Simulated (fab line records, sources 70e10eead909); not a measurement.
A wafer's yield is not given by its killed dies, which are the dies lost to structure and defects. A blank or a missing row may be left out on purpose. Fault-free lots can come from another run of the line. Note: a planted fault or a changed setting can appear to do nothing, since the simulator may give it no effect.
A lot that was struck, set against a sound lot -- flow nandHarc -- 14 steps out of a route of 1159
Sound: wafers L663.1, L663.4, L663.6. Struck: wafer L669.3; the same lot's L669.2 was not struck, so it is left out; see the end for the cause.
At each step with rows: each side's tool, then ch and its chambers, then its first start. Under that, the readings that differ: sound wafers -- struck wafers -- difference of the means -- sigmas: that difference in standard deviations of wafers without a fault.
alike: same words and numbers on both sides, and readings whose means sit less than 2 such deviations apart. not compared: any withheld reading, any reading some wafer has no value for, any bound like >300 that may hide the same value, and any number with overlapping values for which the record gives no deviation.
The two part at a step that has a row with sigmas, a row that says differs or no value, or rows on one side only. Numbers that don't overlap but have no deviation are shown without sigmas and don't part them. A reading that every wafer of one side lacks parts them only if that side has two wafers or more.

NHARC_A_SOURCE_PLATE_THK_MEAS_06: measures by ellipsometry.
  sound on filmMetro-02 at day 10 18:42; struck on filmMetro-01 at day 11 22:25
  alike: thkNm
NHARC_A_SOURCE_PLATE_INSPECT_08:
  sound on defectInspect-01 at day 10 18:47; struck on defectInspect-01 at day 11 22:29
  alike: rawDefectCount
after that, 1 step with no rows for these wafers: NHARC_A_ONON_D1_DEP_00 (target thk 1000 nm).
NHARC_A_ONON_D1_THK_MEAS_02: measures by ellipsometry.
  sound on filmMetro-01 at day 10 19:22; struck on filmMetro-01 at day 11 23:10
  alike: thkNm
after that, 1 step with no rows for these wafers: NHARC_A_ONON_D1_DEP_03 (target thk 1000 nm).
NHARC_A_ONON_D1_THK_MEAS_05: measures by ellipsometry.
  sound on filmMetro-01 at day 10 19:56; struck on filmMetro-02 at day 11 23:44
  alike: thkNm
after that, 1 step with no rows for these wafers: NHARC_A_ONON_D1_DEP_06 (target thk 1000 nm).
NHARC_A_ONON_D1_THK_MEAS_08: measures by ellipsometry.
  sound on filmMetro-01 at day 10 20:29; struck on filmMetro-02 at day 12 00:18
  alike: thkNm
after that, 1 step with no rows for these wafers: NHARC_A_ONON_D1_DEP_09 (target thk 1000 nm).
NHARC_A_ONON_D1_THK_MEAS_11: measures by ellipsometry.
  sound on filmMetro-02 at day 10 21:04; struck on filmMetro-02 at day 12 00:52
reading,sound,struck,difference,sigmas
thkNm (nm),991 991 990,1009,+18,+2
NHARC_A_ONON_D1_DEP_12: target thk 1000 nm.
  sound on pecvdOnon-02 ch 0, day 10 21:07; struck on pecvdOnon-03 ch 0, day 12 01:01
NHARC_A_ONON_D1_THK_MEAS_14: measures by ellipsometry.
  sound on filmMetro-02 at day 10 21:38; struck on filmMetro-01 at day 12 01:28
reading,sound,struck,difference,sigmas
thkNm (nm),1010 1012 1013,628,-384,-43
then, 1 step without rows for these wafers: NHARC_A_ONON_D1_ANNEAL_15 (time 3600 s).
-- break in the record here, with 12 days between the starts of the struck wafers on either side (left off in module A_ONON_D1, picked up again in module END, where the first step shown is number 1159 on the route) --
NHARC_END_SORT_01:
  only the struck wafers appear in the record here, on prober-02 ch 0 at day 24 05:24; the sound ones have no rows

## WHERE THEY PART
First at NHARC_A_ONON_D1_THK_MEAS_11; last, within this record, at NHARC_END_SORT_01.

WHY: whatever the simulator had introduced
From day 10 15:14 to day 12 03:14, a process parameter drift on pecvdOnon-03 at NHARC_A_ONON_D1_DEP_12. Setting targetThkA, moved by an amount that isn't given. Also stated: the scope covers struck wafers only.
